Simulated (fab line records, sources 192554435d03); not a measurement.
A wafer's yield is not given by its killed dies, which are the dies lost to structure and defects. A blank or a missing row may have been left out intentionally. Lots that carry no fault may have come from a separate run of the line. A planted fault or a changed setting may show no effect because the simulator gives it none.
Matching of chambers	flow n5-finfet	4 sister chambers for N5_PMOS_HMC_CHANNEL_EPI_ETCH_32 on rie-diel-05
The step etches BARC in N2/H2, stops on SiO2, target depth 85.8 nm, time 50.3 s. 4 wafers are shown with their chamber, then 9 later ones without.

## WAFERS, EACH WITH ITS CHAMBER
wafer	chamber	showerhead-plenum-p-Torr (Torr)
L079.5	1	2.44
L085.3	2	2.59
L085.4	3	2.48
L085.6	0	2.64

## WAFERS WITHOUT THEIR CHAMBER
wafer	showerhead-plenum-p-Torr (Torr)
L087.2	2.64
L087.4	2.48
L087.5	2.58
L090.3	2.58
L090.5	2.58
L090.6	2.43
L092.4	2.43
L092.5	2.58
L092.6	2.43

## CHAMBER TAKEN BY EACH
wafer	from the rows above	in truth
L087.2	0	0
L087.4	3	3
L087.5	2	2
L090.3	2	2
L090.5	2	2
L090.6	1	1
L092.4	1	1
L092.5	2	2
L092.6	1	1
9 of 9 placed correctly. Can't be placed from these rows: 0. Number placed wrongly: 0.
How it was worked out, from the rows above alone: a wafer's distance from a chamber is the root of the sum, over the readings, of the square of ((its reading less the chamber's mean) divided by the reading's scatter). The wafer belongs to the nearest chamber; if the next one is less than 2 further off, it can't be placed. The mean given for a chamber averages the wafers shown for that chamber. The scatter: root of mean squared gap, hidden wafer to nearest shown wafer, with one shown wafer a chamber.
